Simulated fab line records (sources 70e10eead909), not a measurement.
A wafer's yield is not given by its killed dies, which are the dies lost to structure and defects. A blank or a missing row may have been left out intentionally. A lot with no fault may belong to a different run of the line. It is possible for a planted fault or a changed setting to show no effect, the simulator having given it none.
Struck lot and sound lot, side by side + flow nand harc + 43 steps out of a route of 1159
Sound: wafers L649.2, L649.3, L649.4. Struck: wafers L643.1, L643.3, L643.5. The cause comes at the end.
Order at every step that has rows: each side's tool, ch and its chambers, its first start. Under that, the readings that differ: sound wafers + struck wafers + difference of the means + sigmas: that difference in standard deviations of wafers without a fault.
alike: a reading whose means differ by less than 2 such deviations, as well as words and numbers matching on both sides. not compared: withheld readings; readings where some wafer has no value; bounds like >300 that might hide an equal value; numbers whose values overlap and for which the record gives no deviation.
Wherever a step has rows on one side only, a row that says differs or no value, or a row with sigmas, the two part there. Non-overlapping numbers with no deviation appear without sigmas and do not part them. A reading that every wafer of one side lacks parts them only if that side has two wafers or more.

NHARC_P_ZERO_WELL_CD_MEAS_24: target cd 720 nm.
  sound on cd sem-03 ch 0, day 4 20:24; struck on cd sem-03 ch 0, day 3 08:27
  alike: cd nm
then, 1 step without rows for these wafers: NHARC_P_ZERO_WELL_HARDBAKE_25 (time 80 s).
NHARC_P_ZERO_WELL_DESCUM_26: chemistry O2, time 3 s.
  sound on rie diel-09 ch 0,2,3, day 4 20:34; struck on rie diel-09 ch 1,2,3, day 3 08:37
  alike: drypump motor current A, oes product au, rf vpp V, showerhead plenum p Torr, throttle valve pct
  not compared: rf hours counter h
then, 9 steps without rows for these wafers: NHARC_P_ZERO_WELL_IMPLANT_27; NHARC_P_ZERO_WELL_IMPLANT_57; NHARC_P_ZERO_WELL_IMPLANT_58; NHARC_P_ZERO_WELL_STRIP_28 (strips in SPM, time 840 s); NHARC_P_ZERO_WELL_DEHYDRATE_29 (time 120 s); NHARC_P_ZERO_WELL_HMDS_30 (time 30 s); NHARC_P_ZERO_WELL_COAT_31; NHARC_P_ZERO_WELL_SOFTBAKE_32 (time 95 s); NHARC_P_ZERO_WELL_EBR_33.
NHARC_P_ZERO_WELL_EXPOSE_34: exposes mask P PWELL, target cd 720 nm.
  sound on krf scanner-02 ch 0, day 4 21:53; struck on krf scanner-03 ch 0, day 3 09:51
| reading                             | sound                   | struck            | difference | sigmas |
|-------------------------------------|-------------------------|-------------------|------------|--------|
| model.P_ZERO_WELL.overlay x nm (nm) | -0.4191 -0.4191 -0.4191 | 248.2 248.2 248.2 | +248.6     |        |
  alike: mask, focus offset nm
then, 2 steps without rows for these wafers: NHARC_P_ZERO_WELL_PEB_35 (peb time 85 s); NHARC_P_ZERO_WELL_DEVELOP_36 (time 70 s).
NHARC_P_ZERO_WELL_CD_MEAS_37: target cd 720 nm.
  sound on cd sem-01 ch 0, day 4 22:02; struck on cd sem-01 ch 0, day 3 10:01
  alike: cd nm
then, 1 step without rows for these wafers: NHARC_P_ZERO_WELL_HARDBAKE_38 (time 80 s).
NHARC_P_ZERO_WELL_DESCUM_39: chemistry O2, time 3 s.
  sound on rie diel-06 ch 1,2,3, day 4 22:12; struck on rie diel-06 ch 0,2, day 3 10:11
  alike: drypump motor current A, oes product au, rf vpp V, showerhead plenum p Torr, throttle valve pct
  not compared: rf hours counter h
then, 12 steps without rows for these wafers: NHARC_P_ZERO_WELL_IMPLANT_40; NHARC_P_ZERO_WELL_IMPLANT_59; NHARC_P_ZERO_WELL_IMPLANT_60; NHARC_P_ZERO_WELL_STRIP_41 (strips in SPM, time 840 s); NHARC_P_ZERO_WELL_DEHYDRATE_44 (time 120 s); NHARC_P_ZERO_WELL_HMDS_45 (time 30 s); NHARC_P_ZERO_WELL_COAT_46; NHARC_P_ZERO_WELL_SOFTBAKE_47 (time 95 s); NHARC_P_ZERO_WELL_EBR_48; NHARC_P_ZERO_WELL_EXPOSE_49 (exposes mask P HVPW, target cd 2000 nm); NHARC_P_ZERO_WELL_PEB_50 (peb time 85 s); NHARC_P_ZERO_WELL_DEVELOP_51 (time 70 s).
NHARC_P_ZERO_WELL_CD_MEAS_52: target cd 2000 nm.
  sound on cd sem-01 ch 0, day 4 23:34; struck on cd sem-03 ch 0, day 3 11:42
  alike: cd nm
then, 1 step without rows for these wafers: NHARC_P_ZERO_WELL_HARDBAKE_53 (time 80 s).
NHARC_P_ZERO_WELL_DESCUM_54: chemistry O2, time 3 s.
  sound on rie diel-09 ch 1,2,3, day 4 23:43; struck on rie diel-05 ch 0,1,3, day 3 11:53
  alike: drypump motor current A, oes product au, rf vpp V, showerhead plenum p Torr, throttle valve pct
  not compared: rf hours counter h
then, 5 steps without rows for these wafers: NHARC_P_ZERO_WELL_IMPLANT_55; NHARC_P_ZERO_WELL_IMPLANT_61; NHARC_P_ZERO_WELL_STRIP_56 (strips in SPM, time 840 s); NHARC_P_ZERO_WELL_PRECLEAN_68 (cleans in SC1, time 60 s); NHARC_P_ZERO_WELL_SRD_69.
NHARC_P_ZERO_WELL_RTA_42: time 300 s.
  sound on rtp anneal-01 ch 0, day 5 00:48; struck on rtp anneal-01 ch 0, day 3 12:52
  alike: lamp power pct, lamp_zone_1_pct, lamp_zone_6_pct, wafer_temp_C_max
NHARC_P_ZERO_WELL_INSPECT_43:
  sound on defect inspect-02 at day 5 01:22; struck on defect inspect-02 at day 3 13:33
  alike: raw defect count
then, 2 steps without rows for these wafers: NHARC_P_STI_ETCH_26 (etches SiO2 in dHF, target depth 11 nm); NHARC_P_STI_PRECLEAN_27 (cleans in SC1).
-- jump in the record: it breaks off in module P_STI and resumes in module END (first step shown: number 1159 of the route), and 18 days separate the struck wafers' starts before and after --
NHARC_END_SORT_01:
  at this point the record logs the struck wafers (prober-01 ch 0, day 21 01:44) and has no rows for the sound ones

== WHERE THEY PART ==
Within this record, at NHARC_END_SORT_01 only.

WHY: the cause the simulator had injected
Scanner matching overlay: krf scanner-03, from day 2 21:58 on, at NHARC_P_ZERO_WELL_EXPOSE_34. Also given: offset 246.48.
